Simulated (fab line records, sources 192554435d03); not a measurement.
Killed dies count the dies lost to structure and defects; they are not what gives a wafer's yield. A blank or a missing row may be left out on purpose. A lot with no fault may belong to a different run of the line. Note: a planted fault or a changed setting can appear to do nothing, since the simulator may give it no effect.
fab line records	flow n5Finfet
[record] lots = 9	wafers = 27	lastDay = 17
route steps=1938 shown ZERO_LAYER@4 WELL_APT@28 PMOS_HMC_CHANNEL_EPI@57 BEOL_M4@1111 PASSIVATION@1936
lots that met no fault: taken from a fault-free run of the same line
startH: start of the lot's first displayed wafer, in hours after the record's first day	waitH: time in hours since the lot's previous step	" identical to the entry in the row above	L1.1+2: several wafers, shown together as one row	- no value present, or no start provided	* or withheld: withheld	< > ~ a bound
route shown NAME@n: names a module that has steps shown in the file, with the first one's number in the route	usual: average and standard deviation across the fault-free wafers	same: alike in all rows	chamber/n: place in a boat	sites: the reading at each site	_std_site: standard deviation of those values	_edge_site: mean of outer sites minus mean of inner sites	radiusMm: for every site, how far away it sits from the centre of the wafer	mask NAME#n: copy n	behind: the last tool/chamber to shape the wafer	hold: reason for holding the lot/hours on hold/outcome of the hold	device: names the non-switching transistor (n, p or np)	end of line: the same wafers' tests at the end of the route	a step given without rows: its recipe and nothing more	killed: dies lost to structure and defects at the first sort, not the wafer's yield	map: per-die view of a wafer (x killed, . not killed, _ where there is no die)
set.NAME: the setting as run; set.NAME@STEP: as run at that earlier step	model.NAME: the simulator's own value behind a step, which no gauge read
one table for each step of the route and one row for each wafer, over a sample of lots
services: the hour from which a tool's chamber was out of use, counted from the record's first day as startH (under 0 if before that day), plus the number of hours and why
[[steps]]
[step N5_ZERO_LAYER_PECVD_02]
[recipe] material = SiO2	targetThkA = 100	tempC = 400	precursor = SiH4/N2O	pressureTorr = 0.75	rfW = 275	timeS = 6
[usual] heaterPowerW = 780/110	showerheadPlenumPTorr = 8.17/0.094
lot.wafer	tool	chamber	startH	waitH	heaterPowerW	showerheadPlenumPTorr
L291.1	pecvd-04	0	12.28	0.0	583	8.24
L291.2	"	1	"	"	923	8.29
L291.4	"	1	"	"	924	8.30
L293.2	pecvd-02	0	24.28	0.0	765	8.05
L293.3	"	1	"	"	863	8.09
L293.5	"	1	"	"	853	8.08
L294.2	pecvd-02	2	30.28	0.0	813	8.31
L294.5	"	0	"	"	839	8.06
L294.6	"	2	"	"	830	8.30
L295.1	pecvd-02	1	36.28	0.0	858	8.06
L295.5	"	2	"	"	763	8.28
L295.6	"	0	"	"	877	8.05
L300.2	pecvd-04	1	66.28	0.0	936	8.30
L300.4	"	0	"	"	526	8.23
L300.5	"	2	"	"	719	8.22
L305.3	pecvd-04	1	96.28	0.0	868	8.30
L305.5	"	0	"	"	603	8.21
L305.6	"	2	"	"	681	8.23
L306.1	pecvd-01	0	102.29	0.0	841	8.07
L306.3	"	1	"	"	908	8.10
L306.4	"	0	"	"	830	8.07
L311.1	pecvd-02	2	132.28	0.0	751	8.29
L311.4	"	2	"	"	766	8.31
L311.6	"	0	"	"	916	8.04
L312.1	pecvd-01	0	138.30	0.0	913	8.07
L312.3	"	0	"	"	880	8.05
L312.4	"	2	"	"	753	8.11
[step N5_ZERO_LAYER_INSPECT_20]
[recipe] inspectInstrument = darkfield	mode = postClean
[usual] rawDefectCount = 39/16
lot.wafer	tool	chamber	startH	waitH	rawDefectCount
L291.1	defectInspect-01	-	13.55	0.0	30
L291.2	"	-	"	"	38
L291.4	"	-	"	"	32
L293.2	defectInspect-02	-	25.26	0.0	44
L293.3	"	-	"	"	25
L293.5	"	-	"	"	40
L294.2	defectInspect-02	-	31.25	0.0	40
L294.5	"	-	"	"	27
L294.6	"	-	"	"	30
L295.1	defectInspect-02	-	37.78	0.0	40
L295.5	"	-	"	"	45
L295.6	"	-	"	"	39
L300.2	defectInspect-02	-	67.27	0.0	28
L300.4	"	-	"	"	22
L300.5	"	-	"	"	32
L305.3	defectInspect-01	-	98.02	0.0	30
L305.5	"	-	"	"	28
L305.6	"	-	"	"	510
L306.1	defectInspect-02	-	103.26	0.0	63
L306.3	"	-	"	"	35
L306.4	"	-	"	"	35
L311.1	defectInspect-01	-	133.95	0.0	30
L311.4	"	-	"	"	21
L311.6	"	-	"	"	32
L312.1	defectInspect-02	-	139.48	0.0	42
L312.3	"	-	"	"	20
L312.4	"	-	"	"	48
[step N5_WELL_APT_CD_MEAS_08]
[recipe] targetCdNm = 200	landingEnergyEv = 500	detector = seInlens
[usual] cdNm = 199.0/2
lot.wafer	tool	chamber	startH	waitH	cdNm
L291.1	cdSem-03	0	13.85	-	200.9
L291.2	"	0	"	"	202.0
L291.4	"	0	"	"	198.6
L293.2	cdSem-02	0	25.56	-	202.2
L293.3	"	0	"	"	200.7
L293.5	"	0	"	"	201.9
L294.2	cdSem-03	0	31.56	-	198.5
L294.5	"	0	"	"	197.4
L294.6	"	0	"	"	200.2
L295.1	cdSem-01	0	38.10	-	200.8
L295.5	"	0	"	"	199.7
L295.6	"	0	"	"	196.3
L300.2	cdSem-02	0	67.70	-	197.4
L300.4	"	0	"	"	198.3
L300.5	"	0	"	"	195.6
L305.3	cdSem-01	0	98.45	-	200.0
L305.5	"	0	"	"	202.9
L305.6	"	0	"	"	199.6
L306.1	cdSem-01	0	103.69	-	203.1
L306.3	"	0	"	"	202.2
L306.4	"	0	"	"	201.3
L311.1	cdSem-01	0	134.38	-	199.6
L311.4	"	0	"	"	197.3
L311.6	"	0	"	"	196.9
L312.1	cdSem-03	0	139.91	-	196.7
L312.3	"	0	"	"	199.8
L312.4	"	0	"	"	196.7
[step N5_WELL_APT_INSPECT_10]
[recipe] mode = adi	inspectInstrument = macro
[usual] rawDefectCount = 1.9/1.4
lot.wafer	tool	chamber	startH	waitH	rawDefectCount
L291.1	defectInspect-01	-	13.91	0.0	1
L291.2	"	-	"	"	1
L291.4	"	-	"	"	2
L293.2	defectInspect-01	-	25.62	0.0	2
L293.3	"	-	"	"	1
L293.5	"	-	"	"	2
L294.2	defectInspect-02	-	31.61	0.0	3
L294.5	"	-	"	"	0
L294.6	"	-	"	"	3
L295.1	defectInspect-01	-	38.16	0.0	3
L295.5	"	-	"	"	2
L295.6	"	-	"	"	0
L300.2	defectInspect-02	-	67.75	0.0	2
L300.4	"	-	"	"	1
L300.5	"	-	"	"	0
L305.3	defectInspect-02	-	98.51	0.0	3
L305.5	"	-	"	"	3
L305.6	"	-	"	"	>300
L306.1	defectInspect-01	-	103.74	0.0	3
L306.3	"	-	"	"	1
L306.4	"	-	"	"	0
L311.1	defectInspect-02	-	134.44	0.0	1
L311.4	"	-	"	"	4
L311.6	"	-	"	"	2
L312.1	defectInspect-02	-	139.96	0.0	0
L312.3	"	-	"	"	1
L312.4	"	-	"	"	3
[step N5_WELL_APT_EPI_41]
[recipe] material = Si	targetThkA = 500	tempC = 650	precursor = SiH4/H2	pressureTorr = 20	timeS = 297.7
[usual] throttleValvePct = 11.02/0.22
lot.wafer	tool	chamber	startH	waitH	throttleValvePct
L291.1	epiRpcvd-01	0	18.12	0.0	10.65
L291.2	"	0	"	"	10.89
L291.4	"	0	"	"	10.94
L293.2	epiRpcvd-02	0	27.89	0.1	11.24
L293.3	"	0	"	"	11.19
L293.5	"	0	"	"	11.05
L294.2	epiRpcvd-01	0	34.41	0.2	10.73
L294.5	"	0	"	"	10.78
L294.6	"	0	"	"	10.75
L295.1	epiRpcvd-02	0	40.33	0.0	11.22
L295.5	"	0	"	"	11.27
L295.6	"	0	"	"	11.02
L300.2	epiRpcvd-01	0	70.25	0.2	10.56
L300.4	"	0	"	"	10.58
L300.5	"	0	"	"	10.99
L305.3	epiRpcvd-01	0	101.05	0.3	10.82
L305.5	"	0	"	"	10.40
L305.6	"	0	"	"	10.83
L306.1	epiRpcvd-03	0	106.47	0.0	11.13
L306.3	"	0	"	"	10.79
L306.4	"	0	"	"	11.17
L311.1	epiRpcvd-02	0	136.89	0.0	11.11
L311.4	"	0	"	"	11.52
L311.6	"	0	"	"	10.90
L312.1	epiRpcvd-03	0	142.33	0.0	11.32
L312.3	"	0	"	"	10.95
L312.4	"	0	"	"	11.17
[step N5_WELL_APT_INSPECT_38]
[recipe] inspectInstrument = darkfield	mode = postEpi
[usual] rawDefectCount = 12/4.5
lot.wafer	tool	chamber	startH	waitH	rawDefectCount
L291.1	defectInspect-01	-	18.76	0.5	10
L291.2	"	-	"	"	9
L291.4	"	-	"	"	14
L293.2	defectInspect-01	-	28.42	0.4	4
L293.3	"	-	"	"	14
L293.5	"	-	"	"	7
L294.2	defectInspect-02	-	35.11	0.6	9
L294.5	"	-	"	"	8
L294.6	"	-	"	"	6
L295.1	defectInspect-01	-	40.96	0.5	9
L295.5	"	-	"	"	25
L295.6	"	-	"	"	13
L300.2	defectInspect-02	-	70.95	0.6	18
L300.4	"	-	"	"	7
L300.5	"	-	"	"	9
L305.3	defectInspect-02	-	101.62	0.4	9
L305.5	"	-	"	"	12
L305.6	"	-	"	"	498
L306.1	defectInspect-02	-	107.11	0.5	11
L306.3	"	-	"	"	11
L306.4	"	-	"	"	15
L311.1	defectInspect-01	-	137.99	0.9	10
L311.4	"	-	"	"	14
L311.6	"	-	"	"	15
L312.1	defectInspect-02	-	143.18	0.7	16
L312.3	"	-	"	"	12
L312.4	"	-	"	"	18
[step N5_PMOS_HMC_CHANNEL_EPI_HM_DEP_34]
[recipe] material = SiO2	targetThkA = 360	tempC = 400	precursor = TEOS/O2	pressureTorr = 6.5	rfW = 900	teosFlowSccm = 161.4	gas = O2	flowSccm = 2650	timeS = 6.9
[usual] heaterPowerW = 592/60	showerheadPlenumPTorr = 8.35/0.035	throttleValvePct = 18.4/1.1
lot.wafer	tool	chamber	startH	waitH	heaterPowerW	showerheadPlenumPTorr	throttleValvePct
L291.1	pecvd-02	2	18.79	0.0	470	8.39	17.4
L291.2	"	0	"	"	665	8.31	18.5
L291.4	"	2	"	"	491	8.37	17.2
L293.2	pecvd-01	0	28.46	0.0	547	8.31	18.4
L293.3	"	2	"	"	455	8.35	17.4
L293.5	"	2	"	"	450	8.33	17.3
L294.2	pecvd-02	0	35.15	0.0	662	8.35	18.7
L294.5	"	1	"	"	604	8.35	18.0
L294.6	"	0	"	"	665	8.34	18.8
L295.1	pecvd-03	0	41.00	0.0	626	8.31	19.0
L295.5	"	0	"	"	622	8.31	18.7
L295.6	"	1	"	"	620	8.42	17.5
L300.2	pecvd-02	1	70.98	0.0	602	8.35	18.0
L300.4	"	2	"	"	547	8.37	17.5
L300.5	"	1	"	"	634	8.34	17.8
L305.3	pecvd-01	1	101.66	0.0	662	8.33	21.0
L305.5	"	1	"	"	698	8.31	21.3
L305.6	"	2	"	"	550	8.35	17.6
L306.1	pecvd-02	0	107.14	0.0	685	8.33	18.8
L306.3	"	2	"	"	552	8.39	17.5
L306.4	"	0	"	"	658	8.33	18.7
L311.1	pecvd-03	1	138.03	0.0	665	8.42	17.7
L311.4	"	1	"	"	643	8.41	17.5
L311.6	"	0	"	"	627	8.28	19.0
L312.1	pecvd-03	0	143.22	0.0	546	8.33	18.9
L312.3	"	2	"	"	505	8.35	18.4
L312.4	"	0	"	"	548	8.32	19.0
[step N5_BEOL_M4_RC_MEAS_101]
[usual] DIBL_N = 35.9/1.9	DIBL_P = 35.8/2.4	IOFF_N = 0.15/0.031	IOFF_P = 0.21/0.037	ION_N = 672/13	ION_P = 462/8.3	SS_N = 71.5/0.72	SS_P = 73.2/0.67	VT_N = 250/3.4	VT_P = -250/3.4
lot.wafer	tool	chamber	startH	waitH	DIBL_N[mV/V]	DIBL_P[mV/V]	IOFF_N[nA/um]	IOFF_P[nA/um]	ION_N[uA/um]	ION_P[uA/um]	SS_N[mV/dec]	SS_P[mV/dec]	VT_N[mV]	VT_P[mV]
L291.1	prober-02	0	166.95	0.0	37.0	37.6	0.15	0.22	676	466	71.2	73.8	250	-250
L291.2	"	0	"	"	36.5	35.3	0.13	0.18	657	450	71.2	73.2	253	-253
L291.4	"	0	"	"	36.5	36.1	0.13	0.19	660	457	71.4	72.7	252	-251
L293.2	prober-02	0	184.98	0.2	32.8	33.2	0.11	0.14	650	452	70.8	72.9	255	-258
L293.3	"	0	"	"	33.6	34.1	0.11	0.14	640	435	70.8	73.1	259	-259
L293.5	"	0	"	"	32.4	32.9	0.10	0.13	651	444	70.5	72.6	258	-258
L294.2	prober-02	0	197.24	0.2	35.8	35.0	0.13	0.18	661	453	71.1	72.7	251	-252
L294.5	"	0	"	"	37.4	36.8	0.16	0.22	669	462	72.1	73.6	252	-250
L294.6	"	0	"	"	35.5	34.3	0.13	0.18	669	459	71.0	73.0	252	-251
L295.1	prober-01	0	204.98	0.0	37.3	37.0	0.16	0.24	672	469	71.5	73.0	253	-246
L295.5	"	0	"	"	36.3	33.6	0.15	0.19	658	450	72.1	73.0	252	-252
L295.6	"	0	"	"	36.6	35.0	0.14	0.21	661	461	72.0	73.7	251	-251
L300.2	prober-02	0	220.61	0.2	37.3	35.6	0.15	0.20	661	455	72.2	73.8	252	-250
L300.4	"	0	"	"	40.0	39.7	0.20	0.27	683	464	73.4	73.9	248	-249
L300.5	"	0	"	"	34.2	33.6	0.11	0.18	652	455	71.5	72.0	255	-252
L306.1	prober-01	0	256.16	0.0	38.7	40.9	0.24	0.30	691	472	72.6	73.3	244	-245
L306.3	"	0	"	"	38.1	38.9	0.21	0.25	670	463	72.7	72.8	247	-244
L306.4	"	0	"	"	36.4	37.9	0.17	0.22	684	469	71.6	74.0	251	-247
L305.3	prober-01	0	261.58	0.3	34.7	34.6	0.13	0.18	674	464	70.5	73.1	248	-256
L305.5	"	0	"	"	36.6	36.6	0.15	0.20	669	457	71.8	72.7	251	-250
L305.6	"	0	"	"	36.2	35.9	0.14	0.19	683	465	71.5	72.9	253	-252
L311.1	prober-01	0	295.81	0.0	37.3	37.4	0.19	0.26	682	470	71.5	73.0	244	-246
L311.4	"	0	"	"	35.4	36.2	0.16	0.23	676	472	70.8	73.6	247	-248
L311.6	"	0	"	"	35.8	35.8	0.17	0.23	688	471	70.9	72.9	247	-248
L312.1	prober-02	0	310.27	0.0	36.2	39.0	0.16	0.23	667	459	71.7	73.3	252	-248
L312.3	"	0	"	"	37.0	39.4	0.16	0.22	662	451	71.6	73.5	249	-250
L312.4	"	0	"	"	35.5	37.0	0.14	0.19	672	461	71.8	73.1	252	-250
[step N5_PASSIVATION_PROBE_49]
[usual] defectLimitedYield = 91.6/1.2	killed_at_M0_to_M3 = 33/9.4	killed_at_M4_up = 13/5.2	killedAtContacts = 13/5.6	killedAtFrontEnd = 37/9.5	killedAtOther = 4/3.1	killedDies = 99/15	killedOpen = 65/11	killedShort = 32/7.5	sort_bin_5_function = 4.9/0.77	sort_bin_6_memory = 3.1/0.65	sortNPass = 1081/15	sortYieldPct = 91.6/1.2
[same] grossDies = 1180	killedAtBackSide = 0	sort_bin_4_leakage[%] = 0	sort_bin_8_speed[%] = 0
lot.wafer	tool	chamber	startH	waitH	defectLimitedYield[%]	killed_at_M0_to_M3	killed_at_M4_up	killedAtContacts	killedAtFrontEnd	killedAtOther	killedDies	killedOpen	killedShort	sort_bin_5_function[%]	sort_bin_6_memory[%]	sortNPass	sortYieldPct[%]
L291.1	prober-02	-	272.32	0.0	91.6	42	15	10	31	1	99	71	28	4.9	3.2	1081	91.6
L291.2	prober-02	-	272.37	0.1	91.9	34	16	21	21	4	96	78	18	4.7	3.3	1084	91.9
L291.4	prober-02	-	272.47	0.2	92.1	53	8	13	16	3	93	64	29	4.7	2.8	1087	92.1
L305.3	prober-02	-	374.46	0.1	90.5	43	18	12	39	0	112	80	31	5.3	4.0	1068	90.5
L305.5	prober-02	-	374.56	0.2	92.8	22	18	6	39	0	85	52	33	4.1	3.0	1095	92.8
L305.6	prober-02	-	374.61	0.3	81.3	41	13	10	155	2	221	53	45	12.7	4.5	959	81.3
L312.1	prober-02	-	417.47	0.0	89.7	48	10	11	48	5	122	83	38	6.1	3.7	1058	89.7
L312.3	prober-02	-	417.57	0.1	91.2	33	9	16	44	2	104	77	27	4.9	3.6	1076	91.2
L312.4	prober-02	-	417.62	0.2	91.5	35	15	9	32	9	100	64	35	4.5	3.7	1080	91.5
// killed by level:class
L291.1 BEOL_M1:geometricParticle:open=15 BEOL_M3:geometricParticle:open=10 BEOL_M4:geometricParticle:open=9 MOL_CONTACT_COAG:geometricParticle:open=7 GATE_CUT:geometricParticle:open=6 GATE_CUT:geometricParticle:short=6 BEOL_M0_SAQP:geometricParticle:short=6 FIN_SAQP:geometricParticle:open=5
L291.2 MOL_CONTACT_COAG:geometricParticle:open=19 BEOL_M2:geometricParticle:open=10 BEOL_M3:geometricParticle:open=7 BEOL_M5:geometricParticle:open=6 STI_FIN_REVEAL:geometricParticle:open=5 GATE_CUT:geometricParticle:open=5 BEOL_M1:geometricParticle:open=5 BEOL_M4:geometricParticle:open=4
L291.4 BEOL_M0_SAQP:geometricParticle:short=13 MOL_CONTACT_COAG:geometricParticle:open=11 BEOL_M0_SAQP:geometricParticle:open=11 BEOL_M2:geometricParticle:open=10 BEOL_M3:geometricParticle:open=8 BEOL_M1:geometricParticle:open=7 DUMMY_GATE:geometricParticle:open=4 STI_FIN_REVEAL:geometricParticle:open=2
L305.3 BEOL_M4:geometricParticle:open=12 FIN_SAQP:geometricParticle:open=11 MOL_CONTACT_COAG:geometricParticle:open=11 BEOL_M0_SAQP:geometricParticle:open=9 BEOL_M1:geometricParticle:open=8 SPACER0:geometricParticle:open=7 BEOL_M0_SAQP:geometricParticle:short=7 BEOL_M1:geometricParticle:short=4
L305.5 FIN_SAQP:geometricParticle:open=6 DUMMY_GATE:geometricParticle:open=6 BEOL_M1:geometricParticle:open=6 MOL_CONTACT_COAG:geometricParticle:open=5 BEOL_M4:geometricParticle:open=5 STARTING-WAFER:geometricParticle:short=5 STI_FIN_REVEAL:geometricParticle:open=4 BEOL_M1:geometricParticle:short=4
L305.6 ZERO_LAYER:unspecified=122 BEOL_M0_SAQP:geometricParticle:short=12 BEOL_M0_SAQP:geometricParticle:open=9 FIN_SAQP:geometricParticle:open=8 MOL_CONTACT_COAG:geometricParticle:open=8 BEOL_M3:geometricParticle:open=7 BEOL_M1:geometricParticle:open=6 FIN_SAQP:geometricParticle:short=5
L312.1 BEOL_M0_SAQP:geometricParticle:open=15 STI_FIN_REVEAL:geometricParticle:open=12 BEOL_M0_SAQP:geometricParticle:short=8 BEOL_M3:geometricParticle:open=8 FIN_SAQP:geometricParticle:short=7 MOL_CONTACT_COAG:geometricParticle:open=7 FIN_SAQP:geometricParticle:open=6 DUMMY_GATE:geometricParticle:open=5
L312.3 MOL_CONTACT_COAG:geometricParticle:open=14 FIN_SAQP:geometricParticle:open=9 STI_FIN_REVEAL:geometricParticle:open=8 BEOL_M3:geometricParticle:open=8 BEOL_M0_SAQP:geometricParticle:short=7 FIN_SAQP:geometricParticle:short=6 BEOL_M1:geometricParticle:open=6 DUMMY_GATE:geometricParticle:open=5
L312.4 STI_FIN_REVEAL:geometricParticle:open=8 MOL_CONTACT_COAG:geometricParticle:open=7 BEOL_M1:geometricParticle:open=7 BEOL_M0:geometricParticle:open=6 BEOL_M1:geometricParticle:short=6 BEOL_M4:geometricParticle:open=6 FIN_SAQP:geometricParticle:open=5 PASS1_CAP:geometricParticle:short=5
[[services]]
tool	chamber	startH	hours	kind
pecvd-02	0	-3.59	5.5	scheduledDown
pecvd-02	-	15.08	0.6	repair
pecvd-03	2	21.32	-	clean
pecvd-03	2	21.32	-	consumableReplace:showerhead
pecvd-03	2	21.32	29.0	scheduledDown
pecvd-03	2	21.32	29.0	ventCycle
epiRpcvd-01	-	22.42	6.0	pm
epiRpcvd-01	-	38.77	0.6	repair
pecvd-01	2	42.19	-	calibration
pecvd-02	0	44.08	15.0	repair
epiRpcvd-02	-	44.50	1.2	repair
pecvd-03	2	54.06	10.9	repair
pecvd-02	-	54.54	6.0	pm
pecvd-02	2	82.80	5.5	scheduledDown
pecvd-03	-	85.89	2.8	pm
pecvd-01	2	97.93	2.1	scheduledDown
pecvd-01	-	118.04	1.3	repair
pecvd-02	1	130.41	2.1	scheduledDown
pecvd-01	1	132.42	29.7	repair
[[key]]
[firstSign] step = N5_ZERO_LAYER_INSPECT_20	reading = rawDefectCount	direction = up	sigmas = 29	usual = 39	struck = 510
[effect] step = N5_WELL_APT_INSPECT_10	reading = rawDefectCount	direction = up	sigmas = 99+	usual = 1.9	struck = >300
[effect] step = N5_WELL_APT_INSPECT_38	reading = rawDefectCount	direction = up	sigmas = 99+	usual = 12	struck = 498
[effect] step = N5_PASSIVATION_PROBE_49	reading = killedAtFrontEnd	direction = up	sigmas = 12	usual = 37	struck = 155
[moreKillsBornAt] N5_ZERO_LAYER_PECVD_02@pecvd-04 = 122
metAt N5_ZERO_LAYER_PECVD_02
struckLots L305
struckWafers L305.6
notActingAt N5_WELL_APT_CD_MEAS_08,N5_WELL_APT_EPI_41,N5_PMOS_HMC_CHANNEL_EPI_HM_DEP_34
onsetBetween 66.28 96.28
[fault] kind = chamberParticleSource	tool = pecvd-04	chamber = 2	onsetH = 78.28	steps = N5_ZERO_LAYER_PECVD_02	ratePerVisitCm2 = 0.74867	endH = 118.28
